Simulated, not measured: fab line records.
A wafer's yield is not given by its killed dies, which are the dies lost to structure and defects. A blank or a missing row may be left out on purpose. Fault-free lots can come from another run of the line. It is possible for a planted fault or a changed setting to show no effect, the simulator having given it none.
Which tool was responsible? | flow nand_harc | 12 lots, 36 wafers sampled, at 6 steps of a route of 1159

## WHAT EACH GAUGE READ, for each wafer
NHARC_P_M0_THK_MEAS_24: measures by xrf.
lot  | measured     | on            | thk_nm (nm)
L075 | day 6 16:27  | film_metro-02 | 117.9 119.3 115.9
L077 | day 6 17:37  | film_metro-01 | 116.2 116.8 114.7
L078 | day 7 05:00  | film_metro-01 | 118.8 117.2 117.6
L081 | day 7 21:22  | film_metro-02 | 118.0 115.9 118.7
L083 | day 8 05:24  | film_metro-02 | 116.8 116.5 118.4
L084 | day 8 17:15  | film_metro-01 | 114.9 117.5 117.2
L087 | day 9 07:08  | film_metro-02 | 118.5 118.2 116.9
L088 | day 9 19:07  | film_metro-02 | 120.3 117.8 120.3
L090 | day 10 04:29 | film_metro-02 | 121.0 118.4 120.0
L093 | day 10 13:08 | film_metro-01 | 116.9 115.7 113.8
L095 | day 10 23:10 | film_metro-02 | 118.3 118.5 118.2
L096 | day 11 16:10 | film_metro-01 | 117.9 117.9 115.3

## EACH LOT AND THE TOOL THAT RAN IT (in order: tool; ch and the chambers of the sampled wafers; start)
lot  | NHARC_P_GATE_STRIP_95                | NHARC_P_CONTACT_ETCH_35            | NHARC_P_M0_ETCH_15                            | NHARC_P_M0_STRIP_18                | NHARC_P_M0_PVD_21
L075 | plasma_asher-02 ch 0,1, day 5 15:16  | rie_diel-13 ch 0,1, day 5 19:01    | rie_diel-11 ch 1,2,3, day 6 14:29 or earlier  | rie_diel-12 ch 0,1,3, day 6 14:29  | pvd_sputter-01, day 6 16:27 or earlier
L077 | plasma_asher-02 ch 0, day 6 00:47    | rie_diel-13 ch 1,2,3, day 6 04:43  | rie_diel-12 ch 0,1, day 6 15:37 or earlier    | rie_diel-11 ch 1,2,3, day 6 15:37  | pvd_sputter-01, day 6 17:37 or earlier
L078 | plasma_asher-01 ch 0,1, day 6 14:42  | rie_diel-13 ch 0,1,2, day 6 18:42  | rie_diel-12 ch 0,2,3, day 7 02:57 or earlier  | rie_diel-03 ch 0,3, day 7 02:57    | pvd_sputter-02, day 7 05:00 or earlier
L081 | plasma_asher-02 ch 0,1, day 7 08:47  | rie_diel-04 ch 1,3, day 7 12:25    | rie_diel-12 ch 0,1, day 7 19:25 or earlier    | rie_diel-11 ch 2,3, day 7 19:25    | pvd_sputter-02, day 7 21:22 or earlier
L083 | plasma_asher-02 ch 0,1, day 7 16:51  | rie_diel-01 ch 2,3, day 7 20:35    | rie_diel-11 ch 0,1,3, day 8 03:17 or earlier  | rie_diel-03 ch 1,3, day 8 03:17    | pvd_sputter-02, day 8 05:24 or earlier
L084 | plasma_asher-01 ch 0,1, day 8 04:25  | rie_diel-04 ch 0,2,3, day 8 08:21  | rie_diel-11 ch 0,1, day 8 15:23 or earlier    | rie_diel-03 ch 1,2,3, day 8 15:23  | pvd_sputter-03, day 8 17:15 or earlier
L087 | plasma_asher-01 ch 0, day 8 20:41    | rie_diel-01 ch 0,1, day 9 00:22    | rie_diel-12 ch 0,2, day 9 05:10 or earlier    | rie_diel-12 ch 1,2,3, day 9 05:10  | pvd_sputter-02, day 9 07:08 or earlier
L088 | plasma_asher-01 ch 0,1, day 9 02:05  | rie_diel-04 ch 0,1,3, day 9 05:47  | rie_diel-11 ch 0,1,3, day 9 17:08 or earlier  | rie_diel-11 ch 0,1,2, day 9 17:08  | pvd_sputter-02, day 9 19:07 or earlier
L090 | plasma_asher-01 ch 0,1, day 9 08:23  | rie_diel-04 ch 0,1,2, day 9 12:13  | rie_diel-12 ch 1,3, day 10 02:33 or earlier   | rie_diel-12 ch 2,3, day 10 02:33   | pvd_sputter-03, day 10 04:29 or earlier
L093 | plasma_asher-01 ch 0,1, day 9 22:23  | rie_diel-13 ch 0,1,3, day 10 02:24 | rie_diel-12 ch 0,1, day 10 11:10 or earlier   | rie_diel-03 ch 0,3, day 10 11:10   | pvd_sputter-02, day 10 13:08 or earlier
L095 | plasma_asher-02 ch 0,1, day 10 12:08 | rie_diel-01 ch 1,2,3, day 10 16:23 | rie_diel-11 ch 0,2,3, day 10 21:15 or earlier | rie_diel-03 ch 0,1,3, day 10 21:15 | pvd_sputter-02, day 10 23:10 or earlier
L096 | plasma_asher-02 ch 0,1, day 10 23:10 | rie_diel-01 ch 0,1,2, day 11 03:09 | rie_diel-03 ch 1,2,3, day 11 14:14 or earlier | rie_diel-12 ch 0,2,3, day 11 14:14 | pvd_sputter-01, day 11 16:10 or earlier
- NHARC_P_GATE_STRIP_95: strips in O2.
- NHARC_P_CONTACT_ETCH_35: etches the open film in CF4, target depth 39 nm, time 65 s.
- NHARC_P_M0_ETCH_15: etches the open film in C4F8/Ar, target depth 150 nm, overetch 15 nm, time 82.5 s.
- NHARC_P_M0_STRIP_18: strips in N2/H2.
- NHARC_P_M0_PVD_21: deposits Cu, target thk 30 nm, time 20.49 s.

## THE ANSWER, worked out from the rows above alone
Rule: the usual values come from the lots themselves. The widest of any qualifying gaps counts: lots, ordered by their means at a reading, are off when they make up no more than a third of the lots, leave a main group of 4 or more, and stand apart from it by 3 or more times the standard deviation of that group's means. A main group whose means are all the same, to the digits that the tables above print for the reading, isn't used. A lot without any number at a reading at which 4 lots or more have one is off too. Any other lot the step has rows for is counted as sound.
Across all readings shown, no lot is off: no conclusion can be drawn from this.

## WHAT THE SIMULATOR HAD PUT IN
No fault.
